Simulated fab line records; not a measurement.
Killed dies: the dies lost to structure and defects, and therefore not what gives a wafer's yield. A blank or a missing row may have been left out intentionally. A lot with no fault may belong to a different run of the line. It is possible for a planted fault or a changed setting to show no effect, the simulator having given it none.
fab line records	flow n5-finfet
record: lots: 7	wafers: 21
route steps=1938 shown PMOS_HMC_CHANNEL_EPI@63 FIN_SAQP@100 DUMMY_GATE@228 SD_EPI_P@312 SD_ACTIVATION@330
start-h: hours from the record's opening day to when the first of the lot's shown wafers began	wait-h: hours since the lot's step before	" as in the row above	L1.1+2: a row that stands for several wafers	- no value, or no start was given	* or withheld: withheld	< > ~ a bound
route shown NAME@n: a module of which the file shows steps, and the number in the route of the first	usual: mean and standard deviation over wafers with no fault	same: alike in all rows	chamber/n: place in a boat	sites: readings site by site	_std_site: the standard deviation of these	_edge_site: outer sites' mean less inner sites'	radius-mm: how far each site lies from the wafer's centre	mask NAME#n: copy n	behind: the last tool/chamber to shape the wafer	hold: why the lot was held/for how many hours/how that ended	device: transistor that didn't switch, given as n, p or np	end of line: at the end of the route, the tests of the same wafers	step lacking rows: just its recipe	killed: dies lost to structure and defects at the first sort, not the wafer's yield	map: the dies of a wafer, with x for killed, . for not killed, _ for no die there
set.NAME: the setting as run; set.NAME@STEP: as run at that earlier step	model.NAME: the simulator's own value behind a step, which no gauge read
lots with deliberately changed settings; one table per step, one row per wafer
== steps ==
step: N5_PMOS_HMC_CHANNEL_EPI_PEB_07
recipe: peb-temp-c: 110	peb-time-s: 60	resist: CAR-ArF-block
lot.wafer	tool	chamber	start-h	wait-h	set.peb-temp-c
L076.1	litho-track-04	0	29.32	0.1	106.6
L076.3+6	"	0	"	"	110
L082.2	litho-track-03	0	66.26	0.0	110
L082.4+5	"	0	"	"	108.7
L088.1+3+4	litho-track-04	0	101.56	0.1	110
L090.1+2+3	litho-track-01	0	113.22	0.1	110
L091.3	litho-track-04	0	118.95	0.0	110
L091.4+6	"	0	"	"	108.1
L092.1+4	litho-track-01	0	124.79	0.1	110
L092.3	"	0	"	"	112.5
L096.2+3	litho-track-01	0	149.08	0.0	107.8
L096.5	"	0	"	"	110
step: N5_PMOS_HMC_CHANNEL_EPI_DEVELOP_08
recipe: develop-time-s: 30	developer: TMAH	resist: CAR-ArF-block	dev-temp-c: 23	rinse-liquid: diw	dry: air-spin
step: N5_PMOS_HMC_CHANNEL_EPI_CD_MEAS_09
recipe: target-cd-nm: 237.4	landing-energy-ev: 500	detector: se-inlens
usual: cd-nm: 237.0/0.94
lot.wafer	tool	chamber	start-h	wait-h	set.peb-temp-c@PMOS_HMC_CHANNEL_EPI_PEB_07	cd-nm
L076.1	cd-sem-01	0	29.39	-	106.6	226.6
L076.3	"	0	"	"	110	237.2
L076.6	"	0	"	"	110	236.5
L082.2	cd-sem-02	0	66.33	-	110	238.2
L082.4	"	0	"	"	108.7	233.0
L082.5	"	0	"	"	108.7	234.5
L088.1	cd-sem-01	0	101.63	-	110	236.7
L088.3	"	0	"	"	110	235.0
L088.4	"	0	"	"	110	236.7
L090.1	cd-sem-01	0	113.29	-	110	236.2
L090.2	"	0	"	"	110	236.8
L090.3	"	0	"	"	110	235.6
L091.3	cd-sem-02	0	119.02	-	110	237.6
L091.4	"	0	"	"	108.1	232.9
L091.6	"	0	"	"	108.1	232.1
L092.1	cd-sem-03	0	124.86	-	110	236.4
L092.3	"	0	"	"	112.5	245.6
L092.4	"	0	"	"	110	235.9
L096.2	cd-sem-03	0	149.15	-	107.8	229.7
L096.3	"	0	"	"	107.8	229.9
L096.5	"	0	"	"	110	235.8
step: N5_PMOS_HMC_CHANNEL_EPI_DESCUM_14
recipe: chemistry: O2	time-s: 7.9	source-power-w: 50	bias-power-w: 20	pressure-mtorr: 20	rf-frequency-hz: 2.712e+07	temp-c: 40	resist: CAR-ArF-block	o2-flow-sccm: 225
lot.wafer	tool	chamber	start-h	wait-h	set.time-s	set.peb-temp-c@PMOS_HMC_CHANNEL_EPI_PEB_07	model.PMOS_HMC_CHANNEL_EPI.cd-nm
L076.1	rie-diel-02	1	29.47	0.0	7.9	106.6	226.7
L076.3	"	3	"	"	7.9	110	237.3
L076.6	"	3	"	"	7.9	110	236.7
L082.2	rie-diel-02	0	66.48	0.1	7.9	110	237.9
L082.4	"	1	"	"	7.9	108.7	233.1
L082.5	"	3	"	"	7.9	108.7	234.1
L088.1	rie-diel-05	2	101.72	0.0	7.9	110	237.1
L088.3	"	3	"	"	7.9	110	235
L088.4	"	0	"	"	7.9	110	236.7
L090.1	rie-diel-02	0	113.38	0.0	7.9	110	235.8
L090.2	"	3	"	"	9.551	110	236.8
L090.3	"	1	"	"	9.551	110	235.8
L091.3	rie-diel-02	0	119.40	0.3	6.222	110	237.4
L091.4	"	3	"	"	7.9	108.1	232.9
L091.6	"	3	"	"	6.222	108.1	231.6
L092.1	rie-diel-06	1	124.95	0.0	9.369	110	236.6
L092.3	"	0	"	"	9.369	112.5	245.7
L092.4	"	2	"	"	7.9	110	236.4
L096.2	rie-diel-06	2	149.24	0.0	6.938	107.8	229.6
L096.3	"	0	"	"	7.9	107.8	229.7
L096.5	"	0	"	"	7.9	110	236
step: N5_PMOS_HMC_CHANNEL_EPI_ETCH_32
recipe: chemistry: N2/H2	target: BARC	stop-on: SiO2	target-depth-a: 858	over-etch-frac: 0.3	time-s: 50.3	ion-energy-ev: 200	mask-material: CAR-ArF-block	pressure-mtorr: 30	source-w: 840	bias-w: 150	n2-flow-sccm: 200	h2-flow-sccm: 200
lot.wafer	tool	chamber	start-h	wait-h	set.peb-temp-c@PMOS_HMC_CHANNEL_EPI_PEB_07	model.PMOS_HMC_CHANNEL_EPI.cd-nm
L076.1	rie-diel-02	1	29.51	0.0	106.6	229.1
L076.3	"	3	"	"	110	239.9
L076.6	"	3	"	"	110	239.1
L082.2	rie-diel-02	0	66.52	0.0	110	239.5
L082.4	"	1	"	"	108.7	234.9
L082.5	"	3	"	"	108.7	236.2
L088.1	rie-diel-05	2	101.75	0.0	110	240.5
L088.3	"	3	"	"	110	237.2
L088.4	"	0	"	"	110	239.9
L090.1	rie-diel-02	0	113.41	0.0	110	238.2
L090.2	"	3	"	"	110	239.6
L090.3	"	1	"	"	110	239.1
L091.3	rie-diel-02	0	119.45	0.0	110	239.7
L091.4	"	3	"	"	108.1	235.4
L091.6	"	3	"	"	108.1	234.1
L092.1	rie-diel-06	1	124.98	0.0	110	238.8
L092.3	"	0	"	"	112.5	247.7
L092.4	"	2	"	"	110	239.2
L096.2	rie-diel-06	2	149.27	0.0	107.8	231.9
L096.3	"	0	"	"	107.8	231.4
L096.5	"	0	"	"	110	237.9
step: N5_FIN_SAQP_PECVD_06
recipe: material: a-Si	target-thk-a: 600	temp-c: 400	precursor: SiH4/He	pressure-torr: 3	rf-w: 100	time-s: 48.1
lot.wafer	tool	chamber	start-h	wait-h	set.time-s	model.a-Si_of_FIN_SAQP_PECVD_06.thk-nm
L076.1	pecvd-04	0	33.05	0.0	48.1	58.84
L076.3	"	1	"	"	50.07	62.91
L076.6	"	0	"	"	48.1	60.95
L082.2	pecvd-04	2	70.64	0.0	48.1	59.93
L082.4	"	1	"	"	48.1	60.68
L082.5	"	2	"	"	48.1	60.79
L088.1	pecvd-01	1	105.32	0.0	48.1	58.78
L088.3	"	2	"	"	48.1	59.68
L088.4	"	1	"	"	48.1	60.05
L090.1	pecvd-01	0	117.19	0.0	42.79	52.46
L090.2	"	2	"	"	48.1	59.27
L090.3	"	1	"	"	48.1	59.04
L091.3	pecvd-02	0	122.95	0.0	48.1	60.5
L091.4	"	2	"	"	48.1	60.77
L091.6	"	1	"	"	48.1	60.97
L092.1	pecvd-01	0	128.43	0.0	48.1	58.8
L092.3	"	1	"	"	53.8	67.38
L092.4	"	2	"	"	53.8	68.15
L096.2	pecvd-02	1	153.34	0.0	48.1	58.94
L096.3	"	2	"	"	48.1	60.26
L096.5	"	1	"	"	48.1	60.99
step: N5_FIN_SAQP_THK_MEAS_07
usual: thk-nm: 60.3/0.75
lot.wafer	tool	chamber	start-h	wait-h	set.time-s@FIN_SAQP_PECVD_06	thk-nm
L076.1	film-metro-02	-	33.17	0.1	48.1	58.8
L076.3	"	-	"	"	50.07	62.9
L076.6	"	-	"	"	48.1	60.9
L082.2	film-metro-02	-	70.73	0.1	48.1	59.9
L082.4	"	-	"	"	48.1	60.6
L082.5	"	-	"	"	48.1	60.8
L088.1	film-metro-02	-	105.41	0.1	48.1	58.8
L088.3	"	-	"	"	48.1	59.7
L088.4	"	-	"	"	48.1	60.0
L090.1	film-metro-01	-	117.29	0.1	42.79	52.4
L090.2	"	-	"	"	48.1	59.3
L090.3	"	-	"	"	48.1	59.1
L091.3	film-metro-02	-	123.04	0.1	48.1	60.5
L091.4	"	-	"	"	48.1	60.8
L091.6	"	-	"	"	48.1	61.0
L092.1	film-metro-02	-	128.52	0.1	48.1	58.8
L092.3	"	-	"	"	53.8	67.4
L092.4	"	-	"	"	53.8	68.2
L096.2	film-metro-01	-	153.43	0.1	48.1	59.0
L096.3	"	-	"	"	48.1	60.3
L096.5	"	-	"	"	48.1	60.9
step: N5_FIN_SAQP_EXPOSE_13
recipe: mask-id: FIN_CORE	na: 1.35	source-shape: dipole	sigma-inner: 0.538	sigma-outer: 0.738	polarization: te	target-cd-nm: 35.6	dose-mj: 63.25
lot.wafer	tool	chamber	start-h	wait-h	mask	set.dose-mj
L076.1+6	arfi-scanner-03	0	33.55	-	FIN_CORE#0	64.79
L076.3	"	0	"	"	FIN_CORE#0	63.25
L082.2+4+5	arfi-scanner-01	0	71.09	-	FIN_CORE#0	63.25
L088.1+3+4	arfi-scanner-01	0	105.64	-	FIN_CORE#0	63.25
L090.1	arfi-scanner-02	0	117.65	-	FIN_CORE#0	63.25
L090.2+3	"	0	"	"	FIN_CORE#0	61.61
L091.3+4	arfi-scanner-03	0	123.43	-	FIN_CORE#0	63.25
L091.6	"	0	"	"	FIN_CORE#0	64.71
L092.1+3	arfi-scanner-02	0	128.87	-	FIN_CORE#0	63.25
L092.4	"	0	"	"	FIN_CORE#0	65.84
L096.2+3+5	arfi-scanner-02	0	153.79	-	FIN_CORE#0	63.25
step: N5_FIN_SAQP_PEB_14
recipe: peb-temp-c: withheld	peb-time-s: 60	resist: CAR-ArF
step: N5_FIN_SAQP_DEVELOP_15
recipe: develop-time-s: 30	developer: TMAH	resist: CAR-ArF	dev-temp-c: 23	rinse-liquid: diw	dry: air-spin
step: N5_FIN_SAQP_HM_OPEN_73
recipe: chemistry: CHF3/O2	target: SiO2	stop-on: a-Si	target-depth-a: 120	over-etch-frac: 1.8	mask-material: SOC	time-s: 16.8	pressure-mtorr: 30	source-w: 650	bias-w: 170	Ar_flow_sccm: 200	CHF3_flow_sccm: 50	O2_flow_sccm: 5	ion-energy-ev: 200	ends: end-point
step: N5_FIN_SAQP_STRIP_74
recipe: chemistry: CHF3/O2	resist: SiARC	rf-frequency-hz: 6e+07
step: N5_FIN_SAQP_MANDREL_ETCH_22
recipe: target-depth-a: 600	chemistry: HBr/Cl2	target: a-Si	stop-on: SiNx	bt-time-s: 10	over-etch-frac: 0.5	time-s: 30	pressure-mtorr: 10	icp-w: 800	bias-w: 75	HBr_flow_sccm: 150	Cl2_flow_sccm: 80	ends: end-point
usual: oes-product-au: 0.775/0.01
lot.wafer	tool	chamber	start-h	wait-h	set.time-s@FIN_SAQP_PECVD_06	oes-product-au	model.etch.depth-nm
L076.1	rie-si-01	2	34.06	0.0	48.1	0.775	58.79
L076.3	"	1	"	"	50.07	0.783	62.89
L076.6	"	2	"	"	48.1	0.789	60.9
L082.2	rie-si-03	2	71.59	0.0	48.1	0.780	59.88
L082.4	"	3	"	"	48.1	0.796	60.64
L082.5	"	1	"	"	48.1	0.773	60.77
L088.1	rie-si-02	2	106.15	0.0	48.1	0.756	58.64
L088.3	"	3	"	"	48.1	0.765	59.68
L088.4	"	0	"	"	48.1	0.775	60.05
L090.1	rie-si-02	2	118.30	0.0	42.79	0.714	52.46
L090.2	"	3	"	"	48.1	0.770	59.26
L090.3	"	1	"	"	48.1	0.763	58.89
L091.3	rie-si-02	3	123.93	0.0	48.1	0.772	60.5
L091.4	"	2	"	"	48.1	0.774	60.77
L091.6	"	1	"	"	48.1	0.781	60.97
L092.1	rie-si-01	0	129.44	0.0	48.1	0.772	58.77
L092.3	"	1	"	"	53.8	0.829	67.33
L092.4	"	1	"	"	53.8	0.834	68.11
L096.2	rie-si-03	2	154.30	0.0	48.1	0.774	58.92
L096.3	"	1	"	"	48.1	0.765	60.26
L096.5	"	0	"	"	48.1	0.772	60.97
step: N5_DUMMY_GATE_EXPOSE_12
recipe: mask-id: GATE	na: 0.33	source-shape: annular	sigma-inner: 0.2	sigma-outer: 0.6	polarization: unpolarized	target-cd-nm: 25	dose-mj: 34
lot.wafer	tool	chamber	start-h	wait-h	mask	set.dose-mj
L076.1+6	euv-scanner-02	0	59.29	-	GATE#0	33.31
L076.3	"	0	"	"	GATE#0	34
L082.2	euv-scanner-01	0	96.34	-	GATE#0	34
L082.4+5	"	0	"	"	GATE#0	32.12
L088.1+3+4	euv-scanner-01	0	129.15	-	GATE#0	34
L090.1+3	euv-scanner-02	0	141.66	-	GATE#0	34
L090.2	"	0	"	"	GATE#0	36.46
L091.3+6	euv-scanner-01	0	147.39	-	GATE#0	32.96
L091.4	"	0	"	"	GATE#0	34
L092.1+4	euv-scanner-02	0	152.60	-	GATE#0	35.07
L092.3	"	0	"	"	GATE#0	34
L096.2+3+5	euv-scanner-01	0	177.62	-	GATE#0	34
step: N5_DUMMY_GATE_PEB_13
recipe: peb-temp-c: 100	peb-time-s: 60	resist: CAR-EUV
step: N5_DUMMY_GATE_DEVELOP_14
recipe: develop-time-s: 30	developer: TMAH	resist: CAR-EUV	rinse-liquid: surfactant-rinse	dry: air-spin	dev-temp-c: 23
step: N5_DUMMY_GATE_CD_MEAS_15
recipe: target-cd-nm: 25.8	landing-energy-ev: 500	detector: se-inlens
usual: cd-nm: 24.99/0.22
lot.wafer	tool	chamber	start-h	wait-h	set.dose-mj@DUMMY_GATE_EXPOSE_12	cd-nm
L076.1	cd-sem-01	0	59.42	-	33.31	25.37
L076.3	"	0	"	"	34	25.15
L076.6	"	0	"	"	33.31	25.51
L082.2	cd-sem-03	0	96.46	-	34	25.27
L082.4	"	0	"	"	32.12	25.75
L082.5	"	0	"	"	32.12	25.91
L088.1	cd-sem-01	0	129.28	-	34	24.85
L088.3	"	0	"	"	34	24.81
L088.4	"	0	"	"	34	25.18
L090.1	cd-sem-01	0	141.79	-	34	24.79
L090.2	"	0	"	"	36.46	23.59
L090.3	"	0	"	"	34	25.00
L091.3	cd-sem-03	0	147.51	-	32.96	25.71
L091.4	"	0	"	"	34	24.81
L091.6	"	0	"	"	32.96	25.27
L092.1	cd-sem-03	0	152.72	-	35.07	24.69
L092.3	"	0	"	"	34	25.22
L092.4	"	0	"	"	35.07	24.46
L096.2	cd-sem-02	0	177.74	-	34	25.17
L096.3	"	0	"	"	34	24.96
L096.5	"	0	"	"	34	24.68
step: N5_SD_EPI_P_ETCH_16
recipe: chemistry: CHF3/O2	target: SiO2	target-depth-a: 50	mask-material: SOC	pressure-mtorr: 30	source-w: 650	bias-w: 170	Ar_flow_sccm: 200	CHF3_flow_sccm: 50	O2_flow_sccm: 5	ion-energy-ev: 200
lot.wafer	tool	chamber	start-h	wait-h	set.target-depth-a	model.etch.depth-nm
L076.1	rie-diel-05	2	68.40	0.1	50	4.966
L076.3	"	0	"	"	47.01	4.773
L076.6	"	2	"	"	47.01	4.696
L082.2	rie-diel-02	0	105.63	0.1	45.19	4.388
L082.4	"	3	"	"	45.19	4.433
L082.5	"	0	"	"	45.19	4.402
L088.1	rie-diel-02	1	138.68	0.1	50	4.899
L088.3	"	0	"	"	50	4.897
L088.4	"	0	"	"	50	4.873
L090.1	rie-diel-05	2	149.33	0.1	51.95	5.183
L090.2	"	3	"	"	50	4.947
L090.3	"	1	"	"	50	5.051
L091.3	rie-diel-02	0	156.90	0.1	50	4.876
L091.4	"	0	"	"	50	4.895
L091.6	"	3	"	"	50	4.957
L092.1	rie-diel-06	0	161.99	0.1	50	5.003
L092.3	"	3	"	"	46.63	4.519
L092.4	"	1	"	"	50	4.893
L096.2	rie-diel-02	2	186.87	0.1	50	5.023
L096.3	"	3	"	"	50	4.983
L096.5	"	0	"	"	55.04	5.375
step: N5_SD_EPI_P_EPI_21
recipe: material: SiGe:B	dopant: B	temp-c: 550	pressure-torr: 20	ambient: H2	time-s: 355
lot.wafer	tool	chamber	start-h	wait-h	set.temp-c	model.SiGe-B_of_SD_EPI_P_EPI_21.thk-nm
L076.1	epi-rpcvd-02	0	69.20	0.1	550	60.6
L076.3	"	0	"	"	552.1	63.6
L076.6	"	0	71.00	1.8	552.1	63.4
L082.2	epi-rpcvd-01	0	107.28	0.9	546.6	57
L082.4	"	0	108.56	2.0	550	61.4
L082.5	"	0	"	"	550	61
L088.1+3	epi-rpcvd-03	0	139.42	0.1	550	61.8
L088.4	"	0	140.50	1.1	550	62
L090.1	epi-rpcvd-02	0	150.21	0.2	550	59.4
L090.2	"	0	"	"	550	59.8
L090.3	"	0	"	"	551.6	61.8
L091.3	epi-rpcvd-01	0	159.23	1.4	553	64.8
L091.4	"	0	"	"	550	60.2
L091.6	"	0	161.15	3.2	553	64.4
L092.1	epi-rpcvd-02	0	162.88	0.2	551	61.8
L092.3	"	0	"	"	550	60
L092.4	"	0	"	"	550	60.8
L096.2	epi-rpcvd-01	0	188.20	0.6	553.5	65.2
L096.3	"	0	"	"	550	59.8
L096.5	"	0	"	"	553.5	65.4
step: N5_SD_EPI_P_EPI_MEAS_23
recipe: mode: xrd
usual: thk-nm: 60.9/1.2
lot.wafer	tool	chamber	start-h	wait-h	set.temp-c@SD_EPI_P_EPI_21	thk-nm
L076.1	film-metro-01	-	71.41	1.9	550	60.5
L076.3	"	-	"	"	552.1	64.6
L076.6	"	-	"	"	552.1	62.8
L082.2	film-metro-01	-	110.52	2.6	546.6	57.6
L082.4	"	-	"	"	550	63.4
L082.5	"	-	"	"	550	61.5
L088.1	film-metro-02	-	141.62	1.8	550	59.8
L088.3	"	-	"	"	550	61.1
L088.4	"	-	"	"	550	63.1
L090.1	film-metro-01	-	153.12	2.4	550	60.7
L090.2	"	-	"	"	550	59.0
L090.3	"	-	"	"	551.6	62.0
L091.3	film-metro-02	-	161.85	2.0	553	66.9
L091.4	"	-	"	"	550	61.2
L091.6	"	-	"	"	553	64.5
L092.1	film-metro-01	-	165.81	2.5	551	62.8
L092.3	"	-	"	"	550	59.5
L092.4	"	-	"	"	550	61.1
L096.2	film-metro-02	-	190.64	2.0	553.5	66.1
L096.3	"	-	"	"	550	59.5
L096.5	"	-	"	"	553.5	66.3
step: N5_SD_EPI_P_HM_STRIP_48
recipe: chemistry: H3PO4	temp-c: 160	material: SiNx	target: SiNx	target-depth-a: 30	overetch-fraction: 0.3
lot.wafer	tool	chamber	start-h	wait-h	set.temp-c@SD_EPI_P_EPI_21	model.SiGe-B_of_SD_EPI_P_EPI_21.thk-nm
L076.1	wet-bench-01	4	71.45	0.0	550	60.2
L076.3+6	"	6,1	"	"	552.1	63.2
L082.2	wet-bench-02	2	110.56	0.0	546.6	56.8
L082.4	"	6	"	"	550	61.2
L082.5	"	1	"	"	550	60.8
L088.1+3	wet-bench-01	0,2	141.66	0.0	550	61.6
L088.4	"	6	"	"	550	61.8
L090.1	wet-bench-04	4	153.16	0.0	550	59
L090.2	"	1	"	"	550	59.4
L090.3	"	2	"	"	551.6	61.6
L091.3	wet-bench-02	6	161.88	0.0	553	64.4
L091.4	"	7	"	"	550	59.8
L091.6	"	4	"	"	553	64.2
L092.1	wet-bench-01	6	165.85	0.0	551	61.4
L092.3	"	2	"	"	550	59.8
L092.4	"	3	"	"	550	60.4
L096.2	wet-bench-01	7	190.68	0.0	553.5	64.8
L096.3	"	3	"	"	550	59.4
L096.5	"	2	"	"	553.5	65
step: N5_SD_EPI_P_SRD_49
recipe: dry: ipa-marangoni	time-s: 30	temp-c: 23	rinse-liquid: diw
step: N5_SD_EPI_P_PRECLEAN_24
recipe: chemistry: O3/DIW	time-s: 45	temp-c: 22	o3-ppm: 10
lot.wafer	tool	chamber	start-h	wait-h	set.temp-c@SD_EPI_P_EPI_21	model.SiGe-B_of_SD_EPI_P_EPI_21.thk-nm
L076.1	wet-bench-01	4	71.52	0.0	550	60
L076.3+6	"	6,1	"	"	552.1	63
L082.2	wet-bench-02	2	110.63	0.0	546.6	56.6
L082.4	"	6	"	"	550	61
L082.5	"	1	"	"	550	60.6
L088.1+3	wet-bench-01	0,2	141.73	0.0	550	61.4
L088.4	"	6	"	"	550	61.6
L090.1	wet-bench-04	4	153.30	0.0	550	58.8
L090.2	"	1	"	"	550	59.4
L090.3	"	2	"	"	551.6	61.4
L091.3	wet-bench-02	6	162.02	0.0	553	64.4
L091.4	"	7	"	"	550	59.6
L091.6	"	4	"	"	553	64
L092.1	wet-bench-01	6	165.92	0.0	551	61.2
L092.3	"	2	"	"	550	59.6
L092.4	"	3	"	"	550	60.2
L096.2	wet-bench-01	7	190.75	0.0	553.5	64.6
L096.3	"	3	"	"	550	59.2
L096.5	"	2	"	"	553.5	65
step: N5_SD_EPI_P_PRECLEAN_32
recipe: chemistry: dHF	time-s: 10	dilution: 500:1	temp-c: 25
step: N5_SD_EPI_P_PRECLEAN_33
recipe: chemistry: SC2	time-s: 45	temp-c: 35	mix: 1:1:50
step: N5_SD_ACTIVATION_RTA_00
recipe: temp-c: 975	time-s: 0	ambient: N2	idle-temp-c: 600	ramp-up-c-per-s: 150	ramp-down-c-per-s: 60	cool-to-c: 600
step: N5_SD_ACTIVATION_LSA_01
recipe: temp-c: 1080	time-s: 0.0008	ambient: N2
step: N5_SD_ACTIVATION_RS_MEAS_03
recipe: thk-meas-gauge: four-point-probe
usual: RS_SD_N: 21.94/0.25	RS_SD_P: 56.6/0.92
lot.wafer	tool	chamber	start-h	wait-h	set.temp-c@SD_EPI_P_EPI_21	RS_SD_N[ohm/sq]	RS_SD_P[ohm/sq]
L076.1	film-metro-02	-	72.17	0.2	550	21.93	56.2
L076.3	"	-	"	"	552.1	22.14	53.6
L076.6	"	-	"	"	552.1	22.30	54.0
L082.2	film-metro-01	-	111.16	0.2	546.6	22.00	60.7
L082.4	"	-	"	"	550	22.48	55.9
L082.5	"	-	"	"	550	22.30	56.3
L088.1	film-metro-01	-	142.23	0.2	550	21.71	55.8
L088.3	"	-	"	"	550	22.20	55.8
L088.4	"	-	"	"	550	21.82	56.0
L090.1	film-metro-02	-	154.06	0.2	550	21.99	56.9
L090.2	"	-	"	"	550	21.81	57.2
L090.3	"	-	"	"	551.6	21.63	54.6
L091.3	film-metro-02	-	162.61	0.2	553	21.76	53.2
L091.4	"	-	"	"	550	21.73	57.3
L091.6	"	-	"	"	553	21.92	53.4
L092.1	film-metro-02	-	166.42	0.2	551	22.15	54.8
L092.3	"	-	"	"	550	22.27	56.5
L092.4	"	-	"	"	550	22.29	55.5
L096.2	film-metro-01	-	191.26	0.2	553.5	21.83	53.1
L096.3	"	-	"	"	550	21.76	57.9
L096.5	"	-	"	"	553.5	21.88	52.8
== key ==
split: step: N5_PMOS_HMC_CHANNEL_EPI_PEB_07	setting: peb-temp-c	stated: 110	by: wafer
response: step: N5_PMOS_HMC_CHANNEL_EPI_CD_MEAS_09	reading: cd-nm	change: +3.44	per: 1%	r: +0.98
response: step: N5_PMOS_HMC_CHANNEL_EPI_DESCUM_14	reading: model.PMOS_HMC_CHANNEL_EPI.cd-nm	change: +3.45	per: 1%	r: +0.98
response: step: N5_PMOS_HMC_CHANNEL_EPI_ETCH_32	reading: model.PMOS_HMC_CHANNEL_EPI.cd-nm	change: +3.38	per: 1%	r: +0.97
split: step: N5_PMOS_HMC_CHANNEL_EPI_DESCUM_14	setting: time-s	stated: 7.9	by: wafer
response none clear
split: step: N5_FIN_SAQP_PECVD_06	setting: time-s	stated: 48.1	by: wafer
response: step: N5_FIN_SAQP_PECVD_06	reading: model.a-Si_of_FIN_SAQP_PECVD_06.thk-nm	change: +0.69	per: 1%	r: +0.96
response: step: N5_FIN_SAQP_THK_MEAS_07	reading: thk-nm	change: *	per: 1%	r: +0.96
response: step: N5_FIN_SAQP_MANDREL_ETCH_22	reading: oes-product-au	change: +0.00462	per: 1%	r: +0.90
response: step: N5_FIN_SAQP_MANDREL_ETCH_22	reading: model.etch.depth-nm	change: +0.686	per: 1%	r: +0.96
split: step: N5_FIN_SAQP_EXPOSE_13	setting: dose-mj	stated: 63.25	by: wafer
response none clear
split: step: N5_DUMMY_GATE_EXPOSE_12	setting: dose-mj	stated: 34	by: wafer
response: step: N5_DUMMY_GATE_CD_MEAS_15	reading: cd-nm	change: -0.162	per: 1%	r: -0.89
split: step: N5_SD_EPI_P_ETCH_16	setting: target-depth-a	stated: 50	by: wafer
response: step: N5_SD_EPI_P_ETCH_16	reading: model.etch.depth-nm	change: +0.0442	per: 1%	r: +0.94
split: step: N5_SD_EPI_P_EPI_21	setting: temp-c	stated: 550	by: wafer
response: step: N5_SD_EPI_P_EPI_21	reading: model.SiGe-B_of_SD_EPI_P_EPI_21.thk-nm	change: +7.79	per: 1%	r: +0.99
response: step: N5_SD_EPI_P_EPI_MEAS_23	reading: thk-nm	change: *	per: 1%	r: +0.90
response: step: N5_SD_EPI_P_HM_STRIP_48	reading: model.SiGe-B_of_SD_EPI_P_EPI_21.thk-nm	change: +7.89	per: 1%	r: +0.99
response: step: N5_SD_EPI_P_PRECLEAN_24	reading: model.SiGe-B_of_SD_EPI_P_EPI_21.thk-nm	change: +7.95	per: 1%	r: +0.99
response: step: N5_SD_ACTIVATION_RS_MEAS_03	reading: RS_SD_P	change: -7.43	per: 1%	r: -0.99
